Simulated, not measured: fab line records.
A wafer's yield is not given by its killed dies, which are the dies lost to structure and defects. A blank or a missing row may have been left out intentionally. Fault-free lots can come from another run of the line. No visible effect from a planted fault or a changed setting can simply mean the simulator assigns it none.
Split-lot study + flow n5 finfet + 39 wafers read from 7 lots, route of 1938 steps

## SPLIT DETAILS
At N5_BEOL_M11_TRENCH_ETCH_37 (etches SiCOH lowk in C4F6/O2, target depth 148.83 nm, time 48 s), the setting time s was moved away from the recipe's 48 s on 15 of the 39 wafers read, by -38.4% to +50.9%. For the rest of the wafers, this setting stayed at what the recipe calls for.

## FROM THE SPLIT TO THE READING: what the file shows between them, 8 steps
- N5_BEOL_M11_ETCH_41: etches SiCN in CH3F/O2, target depth 42.6 nm, time 86 s
- N5_BEOL_M11_STRIP_77: strips in N2/H2, time 10 s
- N5_BEOL_M11_OCD_MEAS_38
- N5_BEOL_M11_HM_STRIP_39: strips TiN in peroxide tin strip, target depth 25 nm, time 158 s
- N5_BEOL_M11_SRD_40: time 30 s
- N5_BEOL_M11_ECD_50: material Cu, target thk 318 nm
- N5_BEOL_M11_ANNEAL_51: time 90 s
- N5_BEOL_M11_CMP_52: polishes, stops on SiCOH lowk, t overpolish 7 s, target thk 140 nm

## THE READING
M11_THK, in nm, at N5_BEOL_M11_THK_MEAS_53 (measures by xrf). A value of 139.2 nm with a standard deviation of 2.4 nm is what fault-free wafers of this fab line usually give.

| wafer  | tool, chamber at the split | time s as run, s | against the recipe | M11_THK, nm | against lot-mates on the recipe |
|--------|----------------------------|------------------|--------------------|-------------|---------------------------------|
| L074.1 | rie diel-06, 2             | 48               | recipe             | 140.8       | -                               |
| L074.2 | rie diel-06, 1             | 48               | recipe             | 141.3       | -                               |
| L074.3 | rie diel-06, 3             | 29.65            | -38.2%             | 80.2        | -58.7                           |
| L074.4 | rie diel-06, 0             | 48               | recipe             | 134.5       | -                               |
| L074.5 | rie diel-06, 2             | 29.65            | -38.2%             | 80.8        | -58.1                           |
| L074.6 | rie diel-06, 3             | 29.65            | -38.2%             | 81.6        | -57.3                           |
| L075.1 | rie diel-01, 3             | 72.43            | +50.9%             | 218.3       | +77.3                           |
| L075.2 | rie diel-01, 2             | 48               | recipe             | 140.1       | -                               |
| L075.3 | rie diel-01, 0             | 72.43            | +50.9%             | 219.6       | +78.6                           |
| L075.4 | rie diel-01, 1             | 48               | recipe             | 141.7       | -                               |
| L075.5 | rie diel-01, 2             | 72.43            | +50.9%             | 219.7       | +78.7                           |
| L075.6 | rie diel-01, 3             | 48               | recipe             | 141.3       | -                               |
| L078.1 | rie diel-06, 0             | 29.59            | -38.4%             | 81.4        | -58.2                           |
| L078.2 | rie diel-06, 2             | 29.59            | -38.4%             | 83.1        | -56.5                           |
| L078.3 | rie diel-06, 1             | 48               | recipe             | 141.2       | -                               |
| L078.4 | rie diel-06, 3             | 48               | recipe             | 138.5       | -                               |
| L078.5 | rie diel-06, 3             | 48               | recipe             | 139.0       | -                               |
| L078.6 | rie diel-06, 2             | 29.59            | -38.4%             | 84.4        | -55.2                           |
| L079.1 | rie diel-06, 0             | 48               | recipe             | 134.3       | -                               |
| L079.2 | rie diel-06, 2,1           | 48               | recipe             | 138.1       | -                               |
| L079.6 | rie diel-06, 2,1           | 48               | recipe             | 136.9       | -                               |
| L082.1 | rie diel-06, 0             | 35.07            | -26.9%             | 96.6        | -41.1                           |
| L082.2 | rie diel-06, 1             | 48               | recipe             | 138.6       | -                               |
| L082.3 | rie diel-06, 3             | 48               | recipe             | 139.7       | -                               |
| L082.4 | rie diel-06, 2             | 35.07            | -26.9%             | 98.5        | -39.2                           |
| L082.5 | rie diel-06, 1             | 35.07            | -26.9%             | 99.0        | -38.7                           |
| L082.6 | rie diel-06, 0             | 48               | recipe             | 134.8       | -                               |
| L085.1 | rie diel-01, 1             | 48               | recipe             | 136.1       | -                               |
| L085.2 | rie diel-01, 3             | 48               | recipe             | 141.9       | -                               |
| L085.3 | rie diel-01, 0             | 48               | recipe             | 140.9       | -                               |
| L085.4 | rie diel-01, 2             | 48               | recipe             | 136.1       | -                               |
| L085.5 | rie diel-01, 2             | 48               | recipe             | 137.1       | -                               |
| L085.6 | rie diel-01, 3             | 48               | recipe             | 143.3       | -                               |
| L090.1 | rie diel-06, 1             | 58.71            | +22.3%             | 173.8       | +31.0                           |
| L090.2 | rie diel-06, 0             | 58.71            | +22.3%             | 173.1       | +30.3                           |
| L090.3 | rie diel-06, 3             | 58.71            | +22.3%             | 176.2       | +33.4                           |
| L090.4 | rie diel-06, 2             | 48               | recipe             | 141.7       | -                               |
| L090.5 | rie diel-06, 2             | 48               | recipe             | 143.1       | -                               |
| L090.6 | rie diel-06, 3             | 48               | recipe             | 143.6       | -                               |
Rows listing several chambers each stand for several wafers; the file does not say which wafer went through which chamber.

FIT RESULTS
A straight line over all 39 wafers: M11_THK changes by +1.54 nm for each +1% of time s; r = +1.00; the points scatter about the line by 2.5 nm.
The same after taking each lot's own level away (the mean of its wafers on the recipe; 39 wafers): +1.5 nm for each +1%; r = +1.00; scatter 2 nm.
The reading moves by 77 nm for the largest change in time s, on that fit.
Across the lots, their own levels run from 136.43 to 142.80 nm, a range of 2.7 times the standard deviation given above.
The two slopes are in agreement: the lot-to-lot level therefore moves the slope only a little.
Check: +76.5 nm against its lot-mates is what the line predicts for one of the wafers moved furthest among these (+50.9%) when that wafer is left out of the fit. It came out at +77.3 nm against them.

## THE WHOLE CHAIN: every reading that the file lists as answering this split, in the file's order
| step                       | what it does                                                       | reading                                                                           | change (the file's fit)                                                                 | r (the file's) |
|----------------------------|--------------------------------------------------------------------|-----------------------------------------------------------------------------------|-----------------------------------------------------------------------------------------|----------------|
| N5_BEOL_M11_TRENCH_ETCH_37 | etches SiCOH lowk in C4F6/O2, target depth 148.83 nm, time 48 s    | BEOL_M11.feature depth nm (the simulator's own value, which no gauge read)        | +1.48 nm for each +1% of the setting                                                    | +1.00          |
| N5_BEOL_M11_TRENCH_ETCH_37 | etches SiCOH lowk in C4F6/O2, target depth 148.83 nm, time 48 s    | etch.depth nm (the simulator's own value, which no gauge read)                    | +1.48 nm for each +1% of the setting                                                    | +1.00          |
| N5_BEOL_M11_TRENCH_ETCH_37 | etches SiCOH lowk in C4F6/O2, target depth 148.83 nm, time 48 s    | TiN_of_BEOL_M11_HM_DEP_02.thk nm (the simulator's own value, which no gauge read) | -0.0403 nm for each +1% of the setting                                                  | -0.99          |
| N5_BEOL_M11_OCD_MEAS_38    |                                                                    | trench depth nm                                                                   | +1.49 nm for each +1% of the setting                                                    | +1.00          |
| N5_BEOL_M11_CMP_52         | polishes, stops on SiCOH lowk, t overpolish 7 s, target thk 140 nm | Cu_of_BEOL_M11_ECD_50.thk nm (the simulator's own value, which no gauge read)     | +1.49 nm for each +1% of the setting                                                    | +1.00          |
| N5_BEOL_M11_THK_MEAS_53    | measures by xrf                                                    | M11_THK                                                                           | +1.5 for each +1% of the setting                                                        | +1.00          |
| N5_BEOL_M11_RS_MEAS_57     | measures by four-point-probe                                       | M11_RS                                                                            | not straight: 0.2741 at the lowest setting, 0.1517 at the recipe, 0.0944 at the highest | not given      |

## THE FILE'S OWN FIT
M11_THK changes by +1.5 nm for each +1% of time s, r = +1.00.
